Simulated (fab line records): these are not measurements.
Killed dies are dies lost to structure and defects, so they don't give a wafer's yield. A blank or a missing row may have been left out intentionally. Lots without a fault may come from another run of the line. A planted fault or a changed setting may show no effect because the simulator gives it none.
fab line records	flow nandHarc
record: lots: 11	wafers: 33	lastDay: 24
route steps=1159 shown A_M0@1007 A_M1@1033 END@1159
lots with no fault: from the same line, run without faults
startH: start of the lot's first displayed wafer, in hours after the record's first day	waitH: hours from the lot's prior step to this one	" same as the row above	L1.1+2: a row that stands for several wafers	- either no value or no given start	* or withheld: withheld	< > ~ a bound
route shown NAME@n: a module of which the file shows steps, and the number in the route of the first	usual: mean/standard deviation of fault-free wafers	same: alike in all rows	chamber/n: place in a boat	sites: per-site readings	_std_site: how widely they spread, as a standard deviation	_edge_site: mean of outer sites minus mean of inner sites	radiusMm: how far each site lies from the wafer's centre	mask NAME#n: copy n	behind: the most recent tool/chamber to have shaped the wafer	hold: reason for holding the lot/hours on hold/outcome of the hold	device: transistor that didn't switch, given as n, p or np	end of line: tests of these same wafers at the route's end	a step given without rows: its recipe and nothing more	killed: the dies lost at the first sort to structure and to defects; this is not the yield of the wafer	map: the dies of a wafer, with x for killed, . for not killed, _ for no die there
set.NAME: setting as actually run; set.NAME@STEP: the setting as run at that earlier step	model.NAME: the simulator's own value behind a step, which no gauge read
steps of the route over a sample of lots; a table a step, a row a wafer
services: the hour from which a tool's chamber was out of use, counted from the record's first day as startH (under 0 if before that day), plus the number of hours and why
== steps ==
step: NHARC_A_M0_DESCUM_14
recipe: timeS: 3	o2FlowSccm: 200	arFlowSccm: 0	biasPowerW: 0	chemistry: O2
usual: drypumpMotorCurrentA: 5.9/0.61	oesProductAu: 0.995/0.011	rfVppV: 57.8/0.75	showerheadPlenumPTorr: 1.94/0.068	throttleValvePct: 11.312/0.0081
lot.wafer	tool	chamber	startH	waitH	drypumpMotorCurrentA	oesProductAu	rfHoursCounterH	rfVppV	showerheadPlenumPTorr	throttleValvePct
L743.3	rieDiel-05	1	399.76	0.1	6.4	1.018	4	57.3	1.95	11.312
L743.2	"	3	"	"	5.2	0.996	4	57.9	2.00	11.321
L743.1	"	0	"	"	6.0	0.996	3	59.2	1.98	11.319
L749.2	rieDiel-12	1	427.80	0.1	5.8	0.994	3	58.1	1.93	11.306
L749.4	"	2	"	"	6.5	1.003	3	58.1	2.05	11.317
L749.1	"	3	"	"	6.7	0.989	3	57.7	1.96	11.315
L748.2	rieDiel-05	2	428.26	0.1	5.0	0.975	7	57.2	1.87	11.319
L748.5	"	3	"	"	5.2	0.987	-	58.0	2.00	11.313
L748.6	"	0	"	"	6.0	0.979	-	57.5	1.98	11.311
L750.3	rieDiel-01	2	438.78	0.1	4.8	0.993	8	57.3	1.88	11.302
L750.5	"	1	"	"	6.3	0.994	-	57.6	2.00	11.308
L750.6	"	2	"	"	4.9	0.998	-	57.3	1.88	11.312
L755.3	rieDiel-01	1	470.27	0.1	6.3	0.991	10	57.3	2.00	11.324
L755.2	"	3	"	"	6.5	1.015	10	55.6	1.82	11.315
L755.1	"	0	"	"	6.4	1.010	10	58.0	2.00	11.315
L758.3	rieDiel-05	3	494.74	0.2	5.2	0.985	11	57.2	1.99	11.330
L758.2	"	0	"	"	6.0	0.988	10	57.9	1.98	11.327
L758.5	"	3	"	"	5.2	0.984	-	58.5	1.99	11.317
L762.1	rieDiel-01	0	508.55	0.1	6.4	0.987	0	58.2	2.00	11.311
L762.3	"	2	"	"	4.8	1.001	0	56.6	1.87	11.313
L762.6	"	3	"	"	6.4	1.001	-	58.6	1.82	11.298
L759.4	rieDiel-05	0	509.49	0.1	6.0	0.997	11	57.1	1.98	11.314
L759.1	"	1	"	"	6.4	0.999	12	58.3	1.95	11.311
L759.5	"	3	"	"	5.2	0.974	-	58.1	1.99	11.312
L760.1	rieDiel-05	3	514.93	0.1	5.2	0.990	12	58.3	1.99	11.322
L760.4	"	1	"	"	6.4	1.005	12	56.3	1.95	11.300
L760.3	"	2	"	"	5.0	0.985	12	56.5	1.86	11.303
L763.3	rieDiel-01	0	519.11	0.1	6.4	1.001	1	57.3	2.00	11.292
L763.2	"	2	"	"	4.8	0.999	1	58.7	1.87	11.311
L763.4	"	3	"	"	6.4	0.995	1	57.3	1.82	11.311
L766.2	rieDiel-05	0	536.81	0.1	6.0	1.010	0	57.3	1.98	11.313
L766.1	"	2	"	"	5.0	0.994	0	57.4	1.86	11.313
L766.3	"	3	"	"	5.2	0.996	0	56.8	1.99	11.315
step: NHARC_A_M0_PRE_CLEAN_31
recipe: timeS: 12	tempC: 370	rfPowerW: 300	gas: NH3
usual: heaterPowerW: 645/73
lot.wafer	tool	chamber	startH	waitH	heaterPowerW
L743.2	pecvd-04	0	402.37	0.1	589
L743.1	"	1	"	"	530
L743.3	"	1	"	"	538
L749.1	pecvd-04	0	430.33	0.1	566
L749.2	"	2	"	"	763
L749.4	"	1	"	"	574
L748.2	pecvd-03	2	431.06	0.3	606
L748.6	"	0	"	"	666
L748.5	"	2	"	"	608
L750.3	pecvd-01	1	441.54	0.1	666
L750.5	"	0	"	"	712
L750.6	"	1	"	"	658
L755.2	pecvd-01	1	473.40	0.1	771
L755.3	"	2	"	"	718
L755.1	"	0	"	"	708
L758.3	pecvd-03	2	497.50	0.1	576
L758.2	"	1	"	"	725
L758.5	"	1	"	"	713
L762.1	pecvd-03	0	511.09	0.1	651
L762.3	"	2	"	"	555
L762.6	"	2	"	"	541
L759.1	pecvd-04	1	512.06	0.1	637
L759.5	"	1	"	"	610
L759.4	"	2	"	"	763
L760.1	pecvd-04	2	517.51	0.1	757
L760.3	"	0	"	"	569
L760.4	"	2	"	"	740
L763.3	pecvd-04	0	521.74	0.1	602
L763.2	"	1	"	"	562
L763.4	"	1	"	"	562
L766.3	pecvd-04	2	539.85	0.1	645
L766.2	"	0	"	"	584
L766.1	"	1	"	"	611
step: NHARC_A_M0_DEP_32
recipe: targetThkA: 300	tempC: 370	targetThkNm: 30	pressureTorr: 3	flowSccm: 200	rfW: 450	material: SiCN
usual: heaterPowerW: 592/69
lot.wafer	tool	chamber	startH	waitH	heaterPowerW
L743.2	pecvd-04	0	402.49	0.1	506
L743.1	"	1	"	"	548
L743.3	"	1	"	"	546
L749.1	pecvd-04	0	430.41	0.1	467
L749.2	"	2	"	"	670
L749.4	"	1	"	"	531
L748.2	pecvd-03	2	431.20	0.1	536
L748.6	"	0	"	"	620
L748.5	"	2	"	"	547
L750.3	pecvd-01	1	441.79	0.2	667
L750.5	"	0	"	"	578
L750.6	"	1	"	"	677
L755.2	pecvd-01	1	473.48	0.1	569
L755.3	"	2	"	"	608
L755.1	"	0	"	"	564
L758.3	pecvd-03	2	497.58	0.1	560
L758.2	"	1	"	"	668
L758.5	"	1	"	"	674
L762.1	pecvd-03	0	511.17	0.1	541
L762.3	"	2	"	"	539
L762.6	"	2	"	"	535
L759.1	pecvd-04	1	512.17	0.1	479
L759.5	"	1	"	"	483
L759.4	"	2	"	"	678
L760.1	pecvd-04	2	517.61	0.1	696
L760.3	"	0	"	"	540
L760.4	"	2	"	"	693
L763.3	pecvd-04	0	521.82	0.1	517
L763.2	"	1	"	"	573
L763.4	"	1	"	"	551
L766.3	pecvd-04	2	539.93	0.1	619
L766.2	"	0	"	"	489
L766.1	"	1	"	"	542
step: NHARC_A_M1_EXPOSE_06
recipe: na: 1.35	targetCdNm: 120	doseMj: 75.13	maskId: A_M1
usual: exposureDoseMJCm2: 75.06/0.087
lot.wafer	tool	chamber	startH	waitH	mask	exposureDoseMJCm2
L743.1	arfiScanner-03	0	403.72	-	A_M1#0	75.03
L743.2	"	0	"	"	A_M1#0	74.93
L743.3	"	0	"	"	A_M1#0	75.07
L749.1	arfiScanner-01	0	431.58	-	A_M1#0	114.97
L749.2	"	0	"	"	A_M1#0	114.91
L749.4	"	0	"	"	A_M1#0	114.78
L748.2	arfiScanner-01	0	432.52	-	A_M1#0	107.43
L748.5	"	0	"	"	A_M1#0	107.46
L748.6	"	0	"	"	A_M1#0	107.31
L750.3	arfiScanner-03	0	442.89	-	A_M1#0	74.95
L750.5	"	0	"	"	A_M1#0	75.13
L750.6	"	0	"	"	A_M1#0	75.09
L755.1	arfiScanner-02	0	474.56	-	A_M1#0	75.28
L755.2	"	0	"	"	A_M1#0	75.04
L755.3	"	0	"	"	A_M1#0	75.13
L758.2	arfiScanner-02	0	498.69	-	A_M1#0	75.24
L758.3	"	0	"	"	A_M1#0	75.13
L758.5	"	0	"	"	A_M1#0	75.12
L762.1	arfiScanner-02	0	512.28	-	A_M1#0	74.99
L762.3	"	0	"	"	A_M1#0	74.96
L762.6	"	0	"	"	A_M1#0	74.96
L759.1	arfiScanner-02	0	513.10	-	A_M1#0	74.92
L759.4	"	0	"	"	A_M1#0	74.87
L759.5	"	0	"	"	A_M1#0	75.03
L760.1	arfiScanner-02	0	518.55	-	A_M1#0	75.11
L760.3	"	0	"	"	A_M1#0	75.12
L760.4	"	0	"	"	A_M1#0	75.08
L763.2	arfiScanner-03	0	522.91	-	A_M1#0	75.07
L763.3	"	0	"	"	A_M1#0	74.99
L763.4	"	0	"	"	A_M1#0	75.04
L766.1	arfiScanner-03	0	540.91	-	A_M1#0	75.03
L766.2	"	0	"	"	A_M1#0	74.92
L766.3	"	0	"	"	A_M1#0	75.14
step: NHARC_A_M1_CD_MEAS_09
recipe: targetCdNm: 120	landingEnergyEv: 500
usual: cdNm: 120.0/0.59
lot.wafer	tool	chamber	startH	waitH	cdNm
L743.1	cdSem-02	0	403.86	-	119.6
L743.2	"	0	"	"	119.8
L743.3	"	0	"	"	119.8
L749.1	cdSem-02	0	431.72	-	145.6
L749.2	"	0	"	"	145.6
L749.4	"	0	"	"	144.9
L748.2	cdSem-01	0	432.66	-	141.2
L748.5	"	0	"	"	140.5
L748.6	"	0	"	"	141.3
L750.3	cdSem-01	0	443.03	-	120.5
L750.5	"	0	"	"	120.9
L750.6	"	0	"	"	121.0
L755.1	cdSem-02	0	474.70	-	119.5
L755.2	"	0	"	"	119.6
L755.3	"	0	"	"	119.3
L758.2	cdSem-02	0	498.83	-	119.3
L758.3	"	0	"	"	118.8
L758.5	"	0	"	"	119.0
L762.1	cdSem-01	0	512.42	-	120.8
L762.3	"	0	"	"	120.5
L762.6	"	0	"	"	120.9
L759.1	cdSem-02	0	513.24	-	119.2
L759.4	"	0	"	"	119.4
L759.5	"	0	"	"	119.4
L760.1	cdSem-01	0	518.69	-	120.2
L760.3	"	0	"	"	119.7
L760.4	"	0	"	"	120.7
L763.2	cdSem-01	0	523.04	-	119.6
L763.3	"	0	"	"	120.5
L763.4	"	0	"	"	120.0
L766.1	cdSem-01	0	541.05	-	120.4
L766.2	"	0	"	"	120.0
L766.3	"	0	"	"	120.5
step: NHARC_END_SORT_01
recipe: tempC: 25
usual: defectLimitedYield: 95.6/1.6	killedAtArray: 26/10	killedAtOther: 0.5/0.87	killedAtPeriphery: 3.0/2.5	killedDies: 29/11	killedOpen: 3.3/1.9	killedShort: 1.8/1.5	sort_bin_2_pct: 1.3/0.63	sort_bin_3_pct: 0.25/0.22	sort_bin_4_pct: 2.8/1.1	sortNPass: 648/11	sortRimYieldPct: 96.5/2.6	sortYieldPct: 95.6/1.6
same: grossDies: 677	sort_bin_5_pct[%]: 0	sort_bin_6_pct[%]: 0	sort_bin_7_pct[%]: 0	sort_bin_8_pct[%]: 0	sortRimNGross: 106.00
lot.wafer	tool	chamber	startH	waitH	defectLimitedYield[%]	killedAtArray	killedAtOther	killedAtPeriphery	killedDies	killedOpen	killedShort	sort_bin_2_pct[%]	sort_bin_3_pct[%]	sort_bin_4_pct[%]	sortNPass	sortRimYieldPct[%]	sortYieldPct[%]
L743.1	prober-02	0	439.18	2.5	97.8	12	0	3	15	3	2	0.7	0	1.5	662	99.1	97.8
L743.2	prober-02	0	439.98	2.8	97.9	11	0	3	14	1	2	0.4	0.30	1.3	663	98.1	97.9
L743.3	prober-02	0	440.77	3.1	97.2	18	0	1	19	10	2	0.9	0	1.9	658	98.1	97.2
L749.1	prober-01	0	468.15	2.5	96.8	16	0	6	22	3	1	0.7	0.15	2.4	655	95.3	96.8
L749.2	prober-01	0	468.94	2.8	95.7	29	0	0	29	1	2	1.3	0.15	2.8	648	96.2	95.7
L749.4	prober-01	0	470.52	3.4	94.7	34	0	2	36	7	1	1.9	0	3.4	641	99.1	94.7
L748.2	prober-02	0	471.79	2.8	96.5	19	1	4	24	3	2	0.9	0	2.7	653	99.1	96.5
L748.5	prober-02	0	474.16	3.7	96.8	17	0	5	22	4	1	1.0	0.30	1.9	655	99.1	96.8
L748.6	prober-02	0	474.95	3.9	96.5	19	0	5	24	4	1	0.3	0.59	2.7	653	96.2	96.5
L750.3	prober-01	0	483.63	3.1	95.7	29	0	0	29	4	0	1.3	0.15	2.8	648	99.1	95.7
L750.5	prober-01	0	485.24	3.7	96.3	24	1	0	25	2	4	1.0	0.30	2.4	652	98.1	96.3
L750.6	prober-01	0	486.04	4.0	95.7	27	1	1	29	7	1	1.0	0.15	3.1	648	99.1	95.7
L755.1	prober-02	0	511.50	2.5	93.1	40	0	7	47	2	2	2.5	0.15	4.3	630	93.4	93.1
L755.2	prober-02	0	512.30	2.8	91.6	47	0	10	57	3	1	3.4	0.15	4.9	620	96.2	91.6
L755.3	prober-02	0	513.09	3.1	93.6	30	0	13	43	2	0	1.9	0.44	4.0	634	98.1	93.6
L758.2	prober-01	0	535.03	2.8	96.5	20	1	3	24	3	3	1.0	0.15	2.4	653	100.0	96.5
L758.3	prober-01	0	535.84	3.1	95.4	27	1	3	31	1	2	1.2	0	3.4	646	98.1	95.4
L758.5	prober-01	0	537.48	3.8	95.3	31	0	1	32	3	3	1.2	0.30	3.2	645	97.2	95.3
L762.1	prober-02	0	550.10	2.5	94.8	31	1	3	35	4	4	1.6	0	3.5	642	90.6	94.8
L762.3	prober-02	0	551.69	3.1	95.9	26	0	2	28	2	0	1.2	0.30	2.7	649	94.3	95.9
L762.6	prober-02	0	554.08	4.0	94.5	28	5	4	37	5	2	1.5	0.44	3.5	640	86.8	94.5
L759.1	prober-01	0	550.11	2.5	95.6	30	0	0	30	3	3	1.6	0.15	2.7	647	99.1	95.6
L759.4	prober-01	0	552.51	3.4	95.4	30	1	0	31	4	2	1.3	0.44	2.8	646	97.2	95.4
L759.5	prober-01	0	553.31	3.7	95.6	28	0	2	30	2	2	2.1	0.15	2.2	647	100.0	95.6
L760.1	prober-01	0	557.93	2.5	94.5	32	1	4	37	2	5	2.8	0	2.7	640	97.2	94.5
L760.3	prober-01	0	559.51	3.1	94.7	32	0	4	36	4	2	2.1	0.15	3.1	641	94.3	94.7
L760.4	prober-01	0	560.30	3.4	95.1	30	1	2	33	6	0	1.3	0	3.5	644	98.1	95.1
L763.2	prober-02	0	558.67	2.8	98.4	9	0	2	11	3	1	0.4	0.15	1.0	666	97.2	98.4
L763.3	prober-02	0	559.46	3.1	97.5	14	0	3	17	0	5	0.3	0	2.2	660	96.2	97.5
L763.4	prober-02	0	560.26	3.4	98.1	11	0	2	13	3	0	0.6	0.15	1.2	664	98.1	98.1
L766.1	prober-01	0	582.20	2.5	92.0	52	0	2	54	1	1	1.8	0.44	5.8	623	91.5	92.0
L766.2	prober-01	0	583.00	2.8	94.5	36	0	1	37	0	1	1.3	0.89	3.2	640	91.5	94.5
L766.3	prober-01	0	583.80	3.1	93.1	44	0	3	47	5	3	2.4	0.59	4.0	630	97.2	93.1
killed by level:class
L743.1 A_M0:geometricParticle:open=3 P_M1:chamberFilmFlake=2 A_CHANNEL_HOLE_D1:chamberFilmFlake=2 A_CONTACT:chamberFilmFlake=2 A_CHANNEL_FILL_D1:geometricParticle:short=1 A_BLC:geometricParticle:short=1 P_M2:chamberFilmFlake=1 A_CHANNEL_FILL_D1:chamberFilmFlake=1
L743.2 A_CHANNEL_HOLE_D1:chamberFilmFlake=3 P_M1:chamberFilmFlake=2 A_ONON_D1:geometricParticle:short=1 A_WL_FILL:geometricParticle:short=1 A_WL_FILL:geometricParticle:open=1 P_BONDPAD:chamberFilmFlake=1 A_ZERO_WELL:chamberFilmFlake=1 A_CHANNEL_FILL_D1:chamberFilmFlake=1
L743.3 A_CHANNEL_FILL_D1:geometricParticle:open=3 A_M0:geometricParticle:open=3 A_CHANNEL_HOLE_D1:chamberFilmFlake=3 A_SOURCE_PLATE:geometricParticle:short=2 A_ONON_D1:geometricParticle:open=2 A_WL_FILL:geometricParticle:open=1 A_CONTACT:geometricParticle:open=1 P_M1:chamberFilmFlake=1
L749.1 A_SLIT:chamberFilmFlake=9 P_STI:chamberFilmFlake=4 P_M2:geometricParticle:open=2 A_CHANNEL_HOLE_D1:chamberFilmFlake=2 A_SGD_CUT:geometricParticle:open=1 A_WL_FILL:geometricParticle:short=1 A_CHANNEL_FILL_D1:chamberFilmFlake=1 A_SGD_CUT:chamberFilmFlake=1
L749.2 A_SLIT:chamberFilmFlake=12 A_CHANNEL_HOLE_D1:chamberFilmFlake=6 A_CHANNEL_FILL_D1:chamberFilmFlake=4 A_ONON_D1:geometricParticle:short=1 A_ONON_D1:geometricParticle:open=1 A_SGD_CUT:geometricParticle:short=1 A_ZERO_WELL:chamberFilmFlake=1 A_STAIRCASE:chamberFilmFlake=1
L749.4 A_SLIT:chamberFilmFlake=16 A_CHANNEL_HOLE_D1:chamberFilmFlake=5 A_CONTACT:geometricParticle:open=4 A_CHANNEL_FILL_D1:chamberFilmFlake=4 A_SGD_CUT:chamberFilmFlake=2 P_CONTACT:geometricParticle:open=1 A_ONON_D1:geometricParticle:open=1 A_CHANNEL_FILL_D1:geometricParticle:short=1
L748.2 A_CHANNEL_HOLE_D1:chamberFilmFlake=13 A_ZERO_WELL:chamberFilmFlake=2 P_M0:geometricParticle:short=1 P_M0:geometricParticle:open=1 A_SGD_CUT:geometricParticle:open=1 A_CONTACT:geometricParticle:short=1 A_CONTACT:geometricParticle:open=1 P_ZERO_WELL:chamberFilmFlake=1
L748.5 A_CHANNEL_HOLE_D1:chamberFilmFlake=11 A_SGD_CUT:chamberFilmFlake=3 P_M0:geometricParticle:open=1 P_M1:geometricParticle:open=1 P_M1:geometricParticle:short=1 P_M2:geometricParticle:open=1 A_WL_FILL:geometricParticle:open=1 A_CHANNEL_FILL_D1:chamberFilmFlake=1
L748.6 A_CHANNEL_HOLE_D1:chamberFilmFlake=9 A_CONTACT:chamberFilmFlake=5 P_ZERO_WELL:chamberFilmFlake=3 P_M0:geometricParticle:open=2 A_CONTACT:geometricParticle:open=2 A_SGD_CUT:chamberFilmFlake=2 A_M0:geometricParticle:short=1
L750.3 A_CHANNEL_HOLE_D1:chamberFilmFlake=14 A_SLIT:chamberFilmFlake=6 A_ONON_D1:geometricParticle:open=2 A_CHANNEL_FILL_D1:chamberFilmFlake=2 A_CONTACT:geometricParticle:open=1 A_M1:geometricParticle:open=1 A_ZERO_WELL:chamberFilmFlake=1 A_STAIRCASE:chamberFilmFlake=1
L750.5 A_CHANNEL_HOLE_D1:chamberFilmFlake=15 A_CHANNEL_HOLE_D1:geometricParticle:short=2 A_SLIT:chamberFilmFlake=2 A_ONON_D1:geometricParticle:short=1 A_CHANNEL_FILL_D1:geometricParticle:short=1 A_SGD_CUT:geometricParticle:open=1 STARTING-WAFER:geometricParticle:open=1 A_STAIRCASE:chamberFilmFlake=1
L750.6 A_CHANNEL_HOLE_D1:chamberFilmFlake=15 A_SLIT:chamberFilmFlake=2 A_CONTACT:chamberFilmFlake=2 P_GATE:geometricParticle:open=1 A_ONON_D1:geometricParticle:short=1 A_ONON_D1:geometricParticle:open=1 A_SGD_CUT:geometricParticle:open=1 A_WL_FILL:geometricParticle:open=1
L755.1 A_CHANNEL_HOLE_D1:chamberFilmFlake=23 A_SLIT:chamberFilmFlake=10 P_CONTACT:chamberFilmFlake=4 P_STI:chamberFilmFlake=2 A_CONTACT:chamberFilmFlake=2 A_CHANNEL_FILL_D1:geometricParticle:short=1 A_STAIRCASE:geometricParticle:open=1 A_WL_FILL:geometricParticle:short=1
L755.2 A_SLIT:chamberFilmFlake=22 A_CHANNEL_HOLE_D1:chamberFilmFlake=18 P_STI:chamberFilmFlake=5 A_M0:geometricParticle:open=2 P_GATE:chamberFilmFlake=2 P_CONTACT:chamberFilmFlake=2 A_CONTACT:chamberFilmFlake=2 P_M0:geometricParticle:short=1
L755.3 A_SLIT:chamberFilmFlake=16 A_CHANNEL_HOLE_D1:chamberFilmFlake=12 P_STI:chamberFilmFlake=5 P_M2:chamberFilmFlake=3 P_CONTACT:chamberFilmFlake=2 P_CONTACT:geometricParticle:open=1 P_M1:geometricParticle:open=1 P_GATE:chamberFilmFlake=1
L758.2 A_SLIT:chamberFilmFlake=10 A_CHANNEL_HOLE_D1:chamberFilmFlake=4 A_CONTACT:chamberFilmFlake=3 P_CONTACT:geometricParticle:open=2 P_M0:geometricParticle:short=1 A_CHANNEL_FILL_D1:geometricParticle:short=1 A_BLC:geometricParticle:open=1 STARTING-WAFER:geometricParticle:short=1
L758.3 A_SLIT:chamberFilmFlake=17 A_CHANNEL_HOLE_D1:chamberFilmFlake=5 A_STAIRCASE:chamberFilmFlake=3 P_STI:geometricParticle:short=1 P_CONTACT:geometricParticle:short=1 A_CONTACT:geometricParticle:open=1 P_M0:chamberFilmFlake=1 A_CONTACT:chamberFilmFlake=1
L758.5 A_SLIT:chamberFilmFlake=14 A_CHANNEL_HOLE_D1:chamberFilmFlake=9 A_CONTACT:geometricParticle:open=2 A_STAIRCASE:chamberFilmFlake=2 A_SLIT:geometricParticle:short=1 A_BLC:geometricParticle:short=1 A_M0:geometricParticle:short=1 A_M1:geometricParticle:open=1
L762.1 A_SLIT:chamberFilmFlake=14 A_CHANNEL_HOLE_D1:chamberFilmFlake=6 A_CONTACT:chamberFilmFlake=4 P_GATE:geometricParticle:open=1 P_GATE:geometricParticle:short=1 P_CONTACT:geometricParticle:open=1 A_ONON_D1:geometricParticle:short=1 A_SLIT:geometricParticle:open=1
L759.1 A_CHANNEL_HOLE_D1:chamberFilmFlake=15 A_STAIRCASE:chamberFilmFlake=4 A_CONTACT:chamberFilmFlake=4 A_WL_FILL:geometricParticle:short=2 A_WL_FILL:geometricParticle:open=1 A_CONTACT:geometricParticle:short=1 A_BLC:geometricParticle:open=1 A_M0:geometricParticle:open=1
L762.3 A_SLIT:chamberFilmFlake=11 A_CHANNEL_HOLE_D1:chamberFilmFlake=6 A_CONTACT:chamberFilmFlake=5 A_M0:chamberFilmFlake=2 P_STI:geometricParticle:open=1 A_CHANNEL_HOLE_D1:geometricParticle:open=1 P_STI:chamberFilmFlake=1 A_STAIRCASE:chamberFilmFlake=1
L759.4 A_CHANNEL_HOLE_D1:chamberFilmFlake=17 A_STAIRCASE:chamberFilmFlake=5 A_WL_FILL:geometricParticle:open=3 A_ONON_D1:geometricParticle:short=1 A_M0:geometricParticle:open=1 STARTING-WAFER:geometricParticle:short=1 A_WL_FILL:chamberFilmFlake=1 A_CONTACT:chamberFilmFlake=1
L759.5 A_CHANNEL_HOLE_D1:chamberFilmFlake=21 P_GATE:chamberFilmFlake=2 A_ONON_D1:geometricParticle:open=1 A_SGD_CUT:geometricParticle:open=1 A_SGD_CUT:geometricParticle:short=1 A_WL_FILL:geometricParticle:short=1 A_STAIRCASE:chamberFilmFlake=1 A_SLIT:chamberFilmFlake=1
L762.6 A_SLIT:chamberFilmFlake=9 A_CHANNEL_HOLE_D1:chamberFilmFlake=5 A_STAIRCASE:chamberFilmFlake=5 THIN_TSV:chamberFilmFlake=5 A_CONTACT:chamberFilmFlake=3 A_CONTACT:geometricParticle:open=2 P_STI:chamberFilmFlake=2 P_GATE:geometricParticle:open=1
L760.1 A_CHANNEL_HOLE_D1:chamberFilmFlake=20 A_STAIRCASE:chamberFilmFlake=4 A_CONTACT:chamberFilmFlake=4 P_GATE:geometricParticle:short=1 P_CONTACT:geometricParticle:short=1 P_M0:geometricParticle:short=1 A_SOURCE_PLATE:geometricParticle:open=1 A_STAIRCASE:geometricParticle:short=1
L763.2 A_STAIRCASE:chamberFilmFlake=4 P_CONTACT:geometricParticle:open=1 A_SOURCE_PLATE:geometricParticle:open=1 A_ONON_D1:geometricParticle:short=1 A_M0:geometricParticle:open=1 P_GATE:chamberFilmFlake=1 A_CHANNEL_HOLE_D1:chamberFilmFlake=1 A_CONTACT:chamberFilmFlake=1
L763.3 A_CHANNEL_HOLE_D1:chamberFilmFlake=3 A_STAIRCASE:chamberFilmFlake=3 A_CONTACT:chamberFilmFlake=3 A_ONON_D1:geometricParticle:short=2 A_CHANNEL_FILL_D1:geometricParticle:short=2 P_GATE:chamberFilmFlake=2 A_M0:geometricParticle:short=1 P_M0:chamberFilmFlake=1
L760.3 A_CHANNEL_HOLE_D1:chamberFilmFlake=16 A_CONTACT:chamberFilmFlake=9 P_STI:chamberFilmFlake=2 P_GATE:geometricParticle:short=1 A_CHANNEL_FILL_D1:geometricParticle:open=1 A_SGD_CUT:geometricParticle:open=1 A_WL_FILL:geometricParticle:open=1 A_CONTACT:geometricParticle:short=1
L763.4 A_CHANNEL_HOLE_D1:chamberFilmFlake=5 A_STAIRCASE:chamberFilmFlake=3 P_GATE:geometricParticle:open=1 A_CHANNEL_FILL_D1:geometricParticle:open=1 A_CONTACT:geometricParticle:open=1 P_GATE:chamberFilmFlake=1 A_CONTACT:chamberFilmFlake=1
L760.4 A_CHANNEL_HOLE_D1:chamberFilmFlake=15 A_CONTACT:chamberFilmFlake=7 A_CONTACT:geometricParticle:open=2 A_STAIRCASE:chamberFilmFlake=2 P_M0:geometricParticle:open=1 A_ONON_D1:geometricParticle:open=1 A_SGD_CUT:geometricParticle:open=1 A_M0:geometricParticle:open=1
L766.1 A_SLIT:chamberFilmFlake=20 A_CHANNEL_HOLE_D1:chamberFilmFlake=14 A_STAIRCASE:chamberFilmFlake=10 A_CONTACT:chamberFilmFlake=5 P_CONTACT:geometricParticle:short=1 A_BLC:geometricParticle:open=1 P_GATE:chamberFilmFlake=1 A_WL_FILL:chamberFilmFlake=1
L766.2 A_SLIT:chamberFilmFlake=19 A_CONTACT:chamberFilmFlake=8 A_STAIRCASE:chamberFilmFlake=5 A_CHANNEL_HOLE_D1:chamberFilmFlake=3 A_ONON_D1:geometricParticle:short=1 P_STI:chamberFilmFlake=1
L766.3 A_SLIT:chamberFilmFlake=20 A_CHANNEL_HOLE_D1:chamberFilmFlake=7 A_STAIRCASE:chamberFilmFlake=6 A_CONTACT:chamberFilmFlake=4 P_GATE:geometricParticle:short=1 P_M0:geometricParticle:open=1 P_M1:geometricParticle:open=1 A_CHANNEL_FILL_D1:geometricParticle:open=1
== services ==
tool	chamber	startH	hours	kind
pecvd-04	-	376.00	13.0	pm
rieDiel-05	0	387.95	11.7	repair
arfiScanner-03	-	404.10	0.2	repair
rieDiel-01	1	405.93	4.3	repair
pecvd-01	-	418.40	13.0	pm
arfiScanner-02	-	428.00	4.0	pm
rieDiel-05	0	429.66	2.4	repair
pecvd-01	2	435.20	15.0	repair
arfiScanner-02	-	436.36	17.2	repair
pecvd-03	-	448.93	0.7	repair
arfiScanner-01	-	467.87	0.2	repair
pecvd-03	-	473.55	13.0	pm
arfiScanner-03	-	484.00	4.0	pm
arfiScanner-03	-	488.92	6.2	repair
pecvd-04	1	489.99	3.5	repair
rieDiel-01	-	491.84	9.0	pm
pecvd-01	-	494.06	0.3	repair
arfiScanner-01	-	496.39	1.4	repair
pecvd-01	-	505.20	1.4	repair
arfiScanner-01	-	513.39	5.1	repair
arfiScanner-03	-	517.23	4.9	repair
rieDiel-05	-	517.72	9.0	pm
rieDiel-01	3	530.24	20.2	repair
arfiScanner-03	-	539.03	1.3	repair
== key ==
firstSign: step: NHARC_A_M1_EXPOSE_06	reading: exposureDoseMJCm2	direction: up	sigmas: 99+	usual: 75.06	struck: 111.14
effect: step: NHARC_A_M1_CD_MEAS_09	reading: cdNm	direction: up	sigmas: 39	usual: 120.0	struck: 143.2	through: controlLoop
metAt NHARC_A_M1_EXPOSE_06
struckLots L748,L749
loopTrim: step: NHARC_A_M1_EXPOSE_06	setting: dose	lots: L748
notActingAt NHARC_A_M0_DESCUM_14,NHARC_A_M0_PRE_CLEAN_31,NHARC_A_M0_DEP_32
fault: kind: processParameterDrift	tool: arfiScanner-01	chamber: -	onsetH: 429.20	steps: NHARC_A_M1_EXPOSE_06	channel: doseMj	offset: 39.843	shape: step	actsIn: theseRecipesOnly	stated: 75.13
loopTrim: a control loop set the setting to another value than it would have without faults
